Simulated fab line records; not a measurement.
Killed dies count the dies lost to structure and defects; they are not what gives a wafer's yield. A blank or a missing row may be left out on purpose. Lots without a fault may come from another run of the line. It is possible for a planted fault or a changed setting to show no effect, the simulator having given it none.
fab line records -- flow nand-harc
[record] lots = 6, wafers = 18, last-day = 32
route steps=1302 shown P_START@1 P_ZERO_WELL@2
lots that met no fault: from a run of the same line without faults
start-h: hours from the record's opening day to when the first of the lot's shown wafers began -- wait-h: hours since the lot's step before -- " repeats the value in the row above -- L1.1+2: a row that stands for several wafers -- - no value, or no start given -- * or withheld: withheld -- < > ~ a bound
route shown NAME@n: a module of which the file shows steps, and the number in the route of the first -- usual: average and standard deviation across the fault-free wafers -- same: alike in all rows -- chamber/n: place in a boat -- sites: the reading at each site -- _std_site: the standard deviation of these -- _edge_site: mean of outer sites minus mean of inner sites -- radius-mm: how far each site lies from the wafer's centre -- mask NAME#n: copy n -- behind: the last tool/chamber to shape the wafer -- hold: why the lot was held/for how many hours/how that ended -- device: transistor that didn't switch, given as n, p or np -- end of line: the tests these same wafers got at the end of their route -- a step given without rows: its recipe and nothing more -- killed: count of dies lost to structure and defects at first sort (not the wafer's yield) -- map: a wafer's dies, x killed, . not, _ none there
set.NAME: the run value of the setting; set.NAME@STEP: its run value at that earlier step -- model.NAME: the simulator's own value behind a step, which no gauge read
lots at selected steps of the route; one table per step, one row per wafer
services: a tool's chamber out of use, with start hour (start-h, from the record's first day; less than 0 if before it), hours out, and reason
[[steps]]
[step NHARC_P_START_INSPECT_01]
[usual] raw-defect-count = 3.5/1.7
lot.wafer,tool,chamber,start-h,wait-h,raw-defect-count
L985.1,defect-inspect-01,-,20.04,-,7
L985.5,defect-inspect-01,-,20.04,-,5
L985.6,defect-inspect-01,-,20.04,-,2
L988.2,defect-inspect-02,-,50.04,-,2
L988.3,defect-inspect-02,-,50.04,-,5
L988.4,defect-inspect-02,-,50.04,-,4
L103.3,defect-inspect-01,-,200.04,-,4
L103.5,defect-inspect-01,-,200.04,-,2
L103.6,defect-inspect-01,-,200.04,-,3
L104.2,defect-inspect-01,-,210.04,-,5
L104.4,defect-inspect-01,-,210.04,-,1
L104.6,defect-inspect-01,-,210.04,-,4
L105.2,defect-inspect-02,-,220.04,-,4
L105.3,defect-inspect-02,-,220.04,-,2
L105.6,defect-inspect-02,-,220.04,-,4
L106.2,defect-inspect-02,-,230.04,-,4
L106.5,defect-inspect-02,-,230.04,-,2
L106.6,defect-inspect-02,-,230.04,-,2
[step NHARC_P_ZERO_WELL_PRECLEAN_00]
[recipe] time-s = 600, temp-c = 120, chemistry = SPM
[step NHARC_P_ZERO_WELL_SRD_01]
[step NHARC_P_ZERO_WELL_PECVD_02]
[recipe] target-thk-a = 100, temp-c = 400, pressure-torr = 6.5, rf-w = withheld, teos-flow-sccm = withheld, flow-sccm = 2650, target-thk-nm = 10, gas = O2, material = SiO2
[step NHARC_P_ZERO_WELL_DEHYDRATE_03]
[recipe] temp-c = 150, time-s = 120
[step NHARC_P_ZERO_WELL_HMDS_04]
[recipe] time-s = 30
[step NHARC_P_ZERO_WELL_COAT_64]
[recipe] temp-c = 200, time-s = 65
[step NHARC_P_ZERO_WELL_COAT_05]
[recipe] spin-rpm = 2000, resist-thk-nm = 600
[step NHARC_P_ZERO_WELL_SOFTBAKE_06]
[recipe] temp-c = 125, time-s = 70
[step NHARC_P_ZERO_WELL_EBR_07]
[step NHARC_P_ZERO_WELL_EXPOSE_08]
[recipe] na = 0.55, target-cd-nm = 500, dose-mj = 33.8, mask-id = P_ZERO
[step NHARC_P_ZERO_WELL_PEB_09]
[recipe] peb-temp-c = 128, peb-time-s = 80
lot.wafer,tool,chamber,start-h,wait-h
L985.1+5+6,litho-track-07,0,21.15,0.1
L988.2+3+4,litho-track-03,0,51.02,0.1
L103.3+5+6,litho-track-07,0,201.17,0.1
L104.2+4+6,litho-track-07,0,211.16,0.1
L105.2+3+6,litho-track-05,0,221.16,0.1
L106.2+5+6,litho-track-03,0,231.16,0.1
[step NHARC_P_ZERO_WELL_DEVELOP_10]
[recipe] time-s = 50, dev-temp-c = 22
[step NHARC_P_ZERO_WELL_CD_MEAS_11]
[recipe] target-cd-nm = 500, landing-energy-ev = 500
[usual] cd-nm = 500.7/2.5
lot.wafer,tool,chamber,start-h,wait-h,cd-nm
L985.1,cd-sem-01,0,21.23,-,502.9
L985.5,cd-sem-01,0,21.23,-,495.4
L985.6,cd-sem-01,0,21.23,-,499.2
L988.2,cd-sem-01,0,51.11,-,500.3
L988.3,cd-sem-01,0,51.11,-,498.2
L988.4,cd-sem-01,0,51.11,-,500.9
L103.3,cd-sem-02,0,201.26,-,512.5
L103.5,cd-sem-02,0,201.26,-,501.0
L103.6,cd-sem-02,0,201.26,-,510.6
L104.2,cd-sem-02,0,211.25,-,500.7
L104.4,cd-sem-02,0,211.25,-,505.0
L104.6,cd-sem-02,0,211.25,-,510.3
L105.2,cd-sem-02,0,221.25,-,501.6
L105.3,cd-sem-02,0,221.25,-,500.4
L105.6,cd-sem-02,0,221.25,-,502.2
L106.2,cd-sem-02,0,231.25,-,498.0
L106.5,cd-sem-02,0,231.25,-,499.3
L106.6,cd-sem-02,0,231.25,-,497.1
[step NHARC_P_ZERO_WELL_HARDBAKE_12]
[recipe] temp-c = 118, time-s = 65
[[services]]
tool,chamber,start-h,hours,kind
litho-track-07,-,76.00,7.0,pm
litho-track-03,-,100.00,7.0,pm
litho-track-05,-,124.00,7.0,pm
litho-track-05,-,195.76,-,consumable-replace:filter
[[key]]
[first-sign] step = NHARC_P_ZERO_WELL_CD_MEAS_11, reading = cd-nm, direction = up, sigmas = 3.6, usual = 500.7, struck = 509.6
effect none on later readings
met-at NHARC_P_ZERO_WELL_PEB_09
struck-wafers L103.3,L103.6,L104.4,L104.6
tester-left-out L103,L104
onset-between 21.15 201.17
[fault] kind = process-parameter-drift, tool = litho-track-07, chamber = -, onset-h = 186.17, steps = NHARC_P_ZERO_WELL_PEB_09, channel = peb-time-s, offset = *, shape = step, end-h = 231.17, scope = struck-wafers-only, acts-in = *, stated = *
// tester-left-out: of these lots the tester's yield and bins aren't shown, on N5 and GAA mostly nor the transistor test; their killed dies are dies lost to structure and defects alone, not to doping, threshold or leakage, so they don't give the yield
